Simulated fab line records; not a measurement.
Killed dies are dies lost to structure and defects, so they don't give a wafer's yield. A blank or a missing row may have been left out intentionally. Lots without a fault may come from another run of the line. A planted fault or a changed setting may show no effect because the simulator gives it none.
Chamber matching	flow nand-harc	NHARC_A_CONTACT_DEP_24 on pecvd-03 has 3 sister chambers
The step deposits SiO2, target thk 500 nm. 3 wafers are shown with their chamber, then 9 later ones without.

WAFERS PAIRED WITH THEIR CHAMBERS
wafer	chamber	throttle-valve-pct (%)
L089.1	1	16.1
L089.3	0	15.7
L089.5	2	16.7

WAFERS MISSING THEIR CHAMBER
wafer	throttle-valve-pct (%)
L090.3	16.1
L090.4	16.0
L090.6	16.3
L096.3	16.7
L096.4	16.8
L096.5	16.0
L095.1	17.0
L095.2	16.3
L095.3	15.9

EACH ONE'S CHAMBER
wafer	from the rows above	in truth
L090.3	1	1
L090.4	can't be placed: 1 or 0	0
L090.6	can't be placed: 1 or 2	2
L096.3	2	2
L096.4	2	2
L096.5	can't be placed: 1 or 0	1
L095.1	2	2
L095.2	can't be placed: 1 or 2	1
L095.3	can't be placed: 0 or 1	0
Correct placement for 4 of the 9. These rows do not allow placing 5 (true chamber among the candidates in 5). Placed wrongly: 0.
How it was worked out, from the rows above alone: a wafer's distance from a chamber is the root of the sum, over the readings, of the square of ((its reading less the chamber's mean) divided by the reading's scatter). If the next closest chamber is less than 2 further off than the closest, the wafer can't be placed; otherwise it belongs to the closest. Each chamber's mean is taken over the wafers shown for it. The scatter: root of mean squared gap, hidden wafer to nearest shown wafer, with one shown wafer a chamber.
